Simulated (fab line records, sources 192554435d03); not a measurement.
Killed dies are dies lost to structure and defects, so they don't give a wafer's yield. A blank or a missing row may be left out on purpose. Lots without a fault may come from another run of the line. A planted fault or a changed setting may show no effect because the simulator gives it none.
Split-lot experiment | flow n5_finfet | 7 lots, 39 wafers read, on a route of 1938 steps

THE SPLIT
At N5_SD_EPI_P_SD_RECESS_17 (chemistry HBr/Cl2/O2, target depth 39.1 nm, bt time 3 s), the setting target_depth_a was moved away from the recipe's 391 angstrom on 15 of the 39 wafers read, by -8.0% to +5.7%. The other wafers ran this setting at the recipe's value.

The reading is taken at the split's own step.

THE READING
SD_EPI_P.feature_depth_nm (the simulator's own value, which no gauge read), in nm, at N5_SD_EPI_P_SD_RECESS_17 (chemistry HBr/Cl2/O2, target depth 39.1 nm, bt time 3 s). The file gives no usual value for it. The 24 wafers here that ran the recipe average 39.0 nm, standard deviation 0.33 nm.

wafer  | tool, chamber at the split | target_depth_a as run, angstrom | against the recipe | SD_EPI_P.feature_depth_nm, nm | against lot-mates on the recipe
L077.1 | rie_si-05, 3               | 391                             | recipe             | 39.2                          | -
L077.2 | rie_si-05, 1,0             | 391                             | recipe             | 39.2                          | -
L077.4 | rie_si-05, 1,0             | 391                             | recipe             | 39.2                          | -
L077.3 | rie_si-05, 2               | 391                             | recipe             | 38.4                          | -
L077.5 | rie_si-05, 3               | 391                             | recipe             | 38.8                          | -
L077.6 | rie_si-05, 2               | 391                             | recipe             | 38.6                          | -
L084.1 | rie_si-05, 2               | 391                             | recipe             | 38.6                          | -
L084.2 | rie_si-05, 1               | 359.9                           | -8.0%              | 36                            | -2.7
L084.3 | rie_si-05, 0               | 359.9                           | -8.0%              | 35.6                          | -3.1
L084.4 | rie_si-05, 3               | 359.9                           | -8.0%              | 36                            | -2.7
L084.5 | rie_si-05, 2               | 391                             | recipe             | 38.4                          | -
L084.6 | rie_si-05, 1               | 391                             | recipe             | 39.2                          | -
L086.1 | rie_si-06, 0               | 391                             | recipe             | 38.4                          | -
L086.2 | rie_si-06, 3               | 409.9                           | +4.8%              | 40.6                          | +1.7
L086.3 | rie_si-06, 2               | 391                             | recipe             | 39.2                          | -
L086.4 | rie_si-06, 1               | 409.9                           | +4.8%              | 41.4                          | +2.5
L086.5 | rie_si-06, 0               | 409.9                           | +4.8%              | 40.6                          | +1.7
L086.6 | rie_si-06, 3               | 391                             | recipe             | 39                            | -
L091.1 | rie_si-06, 3               | 391                             | recipe             | 39.2                          | -
L091.2 | rie_si-06, 2               | 391                             | recipe             | 39                            | -
L091.3 | rie_si-06, 1               | 408.6                           | +4.5%              | 41.4                          | +2.2
L091.4 | rie_si-06, 0               | 408.6                           | +4.5%              | 40.6                          | +1.4
L091.5 | rie_si-06, 2               | 391                             | recipe             | 39.4                          | -
L091.6 | rie_si-06, 3               | 408.6                           | +4.5%              | 41                            | +1.8
L092.1 | rie_si-05, 2               | 391                             | recipe             | 39.2                          | -
L092.2 | rie_si-05, 3               | 372.3                           | -4.8%              | 37.6                          | -1.5
L092.3 | rie_si-05, 1               | 391                             | recipe             | 39.4                          | -
L092.4 | rie_si-05, 0               | 372.3                           | -4.8%              | 37.6                          | -1.5
L092.5 | rie_si-05, 2               | 391                             | recipe             | 38.8                          | -
L092.6 | rie_si-05, 3               | 372.3                           | -4.8%              | 37.6                          | -1.5
L095.2 | rie_si-05, 0               | 391                             | recipe             | 39                            | -
L095.3 | rie_si-05, 3               | 391                             | recipe             | 39.2                          | -
L095.5 | rie_si-05, 1               | 391                             | recipe             | 39                            | -
L096.1 | rie_si-06, 2               | 413.1                           | +5.7%              | 41.4                          | +2.1
L096.2 | rie_si-06, 1               | 391                             | recipe             | 39.6                          | -
L096.3 | rie_si-06, 0               | 391                             | recipe             | 38.8                          | -
L096.4 | rie_si-06, 3               | 413.1                           | +5.7%              | 41.4                          | +2.1
L096.5 | rie_si-06, 2               | 391                             | recipe             | 39.4                          | -
L096.6 | rie_si-06, 1               | 413.1                           | +5.7%              | 42.2                          | +2.9
Where a row lists several chambers, the file gives one row for several wafers and doesn't say which wafer went through which chamber.

THE FIT
A straight line over all 39 wafers: SD_EPI_P.feature_depth_nm changes by +0.399 nm for each +1% of target_depth_a; r = +0.97; the points scatter about the line by 0.37 nm.
The same after taking each lot's own level away (the mean of its wafers on the recipe; 39 wafers): +0.379 nm for each +1%; r = +0.97; scatter 0.31 nm.
On that fit, the largest move of target_depth_a shifts the reading by 3 nm.
The lots' own levels span 38.73 to 39.27 nm, that is 1.6 times the standard deviation above.
So the lot-to-lot level changes the slope little: the two slopes agree.
Check: with one of the wafers moved furthest among these (-8.0%) left out of the fit, the line predicts -2.98 nm for it against its lot-mates. It came out at -2.73 nm against them.

OTHER SPLITS ON THESE WAFERS
These wafers also went through other splits before the reading. Each is held against what the fit with the lots' levels taken away leaves over:
other split on the same wafers  | wafers away from the commonest value | r with SD_EPI_P.feature_depth_nm (lot level and that fit taken away)
N5_FIN_SAQP_ETCH_34 source_w    | 12                                   | -0.15
N5_DUMMY_GATE_EXPOSE_12 dose_mj | 15                                   | +0.05

THE WHOLE CHAIN: every reading that the file lists as answering this split, in the file's order
step                     | what it does                                            | reading                                                                    | change (the file's fit)               | r (the file's)
N5_SD_EPI_P_SD_RECESS_17 | chemistry HBr/Cl2/O2, target depth 39.1 nm, bt time 3 s | etch.depth_nm (the simulator's own value, which no gauge read)             | +0.376 nm for each +1% of the setting | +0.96
N5_SD_EPI_P_SD_RECESS_17 | chemistry HBr/Cl2/O2, target depth 39.1 nm, bt time 3 s | SD_EPI_P.feature_depth_nm (the simulator's own value, which no gauge read) | +0.38 nm for each +1% of the setting  | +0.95

THE FILE'S OWN FIT
SD_EPI_P.feature_depth_nm changes by +0.38 nm for each +1% of target_depth_a, r = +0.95.
